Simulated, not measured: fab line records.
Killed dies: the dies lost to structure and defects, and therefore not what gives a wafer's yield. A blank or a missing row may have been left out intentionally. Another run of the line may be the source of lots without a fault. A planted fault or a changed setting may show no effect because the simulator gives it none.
Chamber matching :: flow nand_harc :: 4 sister chambers for NHARC_A_CHANNEL_HOLE_D2_ETCH_44 on rie_diel-12
The step etches the open film in CF4/O2, target depth 140 nm, overetch 14 nm, time 77 s. 22 wafers are shown with their chamber, then 11 later ones without.

== WAFERS PAIRED WITH THEIR CHAMBERS ==
wafer: L074.2
chamber: 0
showerhead_plenum_p_Torr (Torr): 1.26
drypump_motor_current_A (A): 6.2
oes_product_au (a.u.): 1.016

wafer: L074.5
chamber: 3
showerhead_plenum_p_Torr (Torr): 1.30
drypump_motor_current_A (A): 5.6
oes_product_au (a.u.): 1.010

wafer: L074.6
chamber: 0
showerhead_plenum_p_Torr (Torr): 1.26
drypump_motor_current_A (A): 6.2
oes_product_au (a.u.): 1.020

wafer: L076.3
chamber: 2
showerhead_plenum_p_Torr (Torr): 1.34
drypump_motor_current_A (A): 5.9
oes_product_au (a.u.): 0.991

wafer: L076.4
chamber: 0
showerhead_plenum_p_Torr (Torr): 1.26
drypump_motor_current_A (A): 6.2
oes_product_au (a.u.): 1.018

wafer: L076.6
chamber: 2
showerhead_plenum_p_Torr (Torr): 1.34
drypump_motor_current_A (A): 5.9
oes_product_au (a.u.): 0.998

wafer: L078.1
chamber: 3
showerhead_plenum_p_Torr (Torr): 1.30
drypump_motor_current_A (A): 5.6
oes_product_au (a.u.): 1.008

wafer: L078.4
chamber: 0
showerhead_plenum_p_Torr (Torr): 1.26
drypump_motor_current_A (A): 6.2
oes_product_au (a.u.): 1.018

wafer: L078.5
chamber: 3
showerhead_plenum_p_Torr (Torr): 1.30
drypump_motor_current_A (A): 5.6
oes_product_au (a.u.): 1.011

wafer: L079.2
chamber: 0
showerhead_plenum_p_Torr (Torr): 1.26
drypump_motor_current_A (A): 6.2
oes_product_au (a.u.): 1.009

wafer: L079.5
chamber: 3
showerhead_plenum_p_Torr (Torr): 1.29
drypump_motor_current_A (A): 5.6
oes_product_au (a.u.): 0.994

wafer: L079.6
chamber: 2
showerhead_plenum_p_Torr (Torr): 1.34
drypump_motor_current_A (A): 5.9
oes_product_au (a.u.): 0.998

wafer: L081.2
chamber: 1
showerhead_plenum_p_Torr (Torr): 1.39
drypump_motor_current_A (A): 5.4
oes_product_au (a.u.): 0.979

wafer: L081.3
chamber: 0
showerhead_plenum_p_Torr (Torr): 1.26
drypump_motor_current_A (A): 6.2
oes_product_au (a.u.): 0.998

wafer: L081.5
chamber: 1
showerhead_plenum_p_Torr (Torr): 1.39
drypump_motor_current_A (A): 5.3
oes_product_au (a.u.): 0.974

wafer: L083.1
chamber: 2
showerhead_plenum_p_Torr (Torr): 1.34
drypump_motor_current_A (A): 5.9
oes_product_au (a.u.): 0.997

wafer: L083.5
chamber: 0
showerhead_plenum_p_Torr (Torr): 1.26
drypump_motor_current_A (A): 6.1
oes_product_au (a.u.): 1.005

wafer: L083.6
chamber: 3
showerhead_plenum_p_Torr (Torr): 1.29
drypump_motor_current_A (A): 5.6
oes_product_au (a.u.): 1.007

wafer: L086.1
chamber: 2
showerhead_plenum_p_Torr (Torr): 1.34
drypump_motor_current_A (A): 5.9
oes_product_au (a.u.): 0.993

wafer: L086.3
chamber: 0
showerhead_plenum_p_Torr (Torr): 1.26
drypump_motor_current_A (A): 6.1
oes_product_au (a.u.): 1.017

wafer: L086.4
chamber: 1
showerhead_plenum_p_Torr (Torr): 1.39
drypump_motor_current_A (A): 5.4
oes_product_au (a.u.): 0.986

wafer: L087.2
chamber: 2
showerhead_plenum_p_Torr (Torr): 1.34
drypump_motor_current_A (A): 5.9
oes_product_au (a.u.): 0.978

SIGNATURES (averages over the wafers above)
reading: showerhead_plenum_p_Torr
chamber 0: 1.2600
chamber 1: 1.3900
chamber 2: 1.3400
chamber 3: 1.2960
scatter within a chamber: 0.00258

reading: drypump_motor_current_A
chamber 0: 6.175
chamber 1: 5.367
chamber 2: 5.900
chamber 3: 5.600
scatter within a chamber: 0.0347

reading: oes_product_au
chamber 0: 1.01262
chamber 1: 0.97967
chamber 2: 0.99250
chamber 3: 1.00600
scatter within a chamber: 0.00739
Rule: a wafer lies at a distance from a chamber equal to the root of the sum of squares, over the readings, of (its reading less the chamber's mean, divided by the reading's scatter). The wafer belongs to the nearest chamber; if the next one is less than 2 further off, it can't be placed. The scatter is the square root of a quotient: the sum, over the shown wafers, of each reading's squared deviation from its chamber's mean, divided by wafers minus chambers.

== WAFERS WITHOUT THEIR CHAMBER ==
wafer: L087.4
showerhead_plenum_p_Torr (Torr): 1.29
drypump_motor_current_A (A): 5.6
oes_product_au (a.u.): 0.991

wafer: L087.6
showerhead_plenum_p_Torr (Torr): 1.29
drypump_motor_current_A (A): 5.6
oes_product_au (a.u.): 0.993

wafer: L090.1
showerhead_plenum_p_Torr (Torr): 1.26
drypump_motor_current_A (A): 6.1
oes_product_au (a.u.): 1.022

wafer: L090.4
showerhead_plenum_p_Torr (Torr): 1.34
drypump_motor_current_A (A): 5.9
oes_product_au (a.u.): 1.000

wafer: L090.5
showerhead_plenum_p_Torr (Torr): 1.26
drypump_motor_current_A (A): 6.1
oes_product_au (a.u.): 1.013

wafer: L092.1
showerhead_plenum_p_Torr (Torr): 1.26
drypump_motor_current_A (A): 6.1
oes_product_au (a.u.): 0.998

wafer: L092.2
showerhead_plenum_p_Torr (Torr): 1.34
drypump_motor_current_A (A): 5.9
oes_product_au (a.u.): 1.000

wafer: L092.6
showerhead_plenum_p_Torr (Torr): 1.39
drypump_motor_current_A (A): 5.4
oes_product_au (a.u.): 0.995

wafer: L094.4
showerhead_plenum_p_Torr (Torr): 1.39
drypump_motor_current_A (A): 5.4
oes_product_au (a.u.): 1.003

wafer: L094.5
showerhead_plenum_p_Torr (Torr): 1.29
drypump_motor_current_A (A): 5.6
oes_product_au (a.u.): 1.012

wafer: L094.6
showerhead_plenum_p_Torr (Torr): 1.34
drypump_motor_current_A (A): 5.9
oes_product_au (a.u.): 1.000

== THE CHAMBER EACH PASSED THROUGH ==
wafer: L087.4
from the rows above: 3
in truth: 3

wafer: L087.6
from the rows above: 3
in truth: 3

wafer: L090.1
from the rows above: 0
in truth: 0

wafer: L090.4
from the rows above: 2
in truth: 2

wafer: L090.5
from the rows above: 0
in truth: 0

wafer: L092.1
from the rows above: 0
in truth: 0

wafer: L092.2
from the rows above: 2
in truth: 2

wafer: L092.6
from the rows above: 1
in truth: 1

wafer: L094.4
from the rows above: 1
in truth: 1

wafer: L094.5
from the rows above: 3
in truth: 3

wafer: L094.6
from the rows above: 2
in truth: 2
Correctly placed: 11 of 11. Not placeable from these rows: 0. Number placed wrongly: 0.
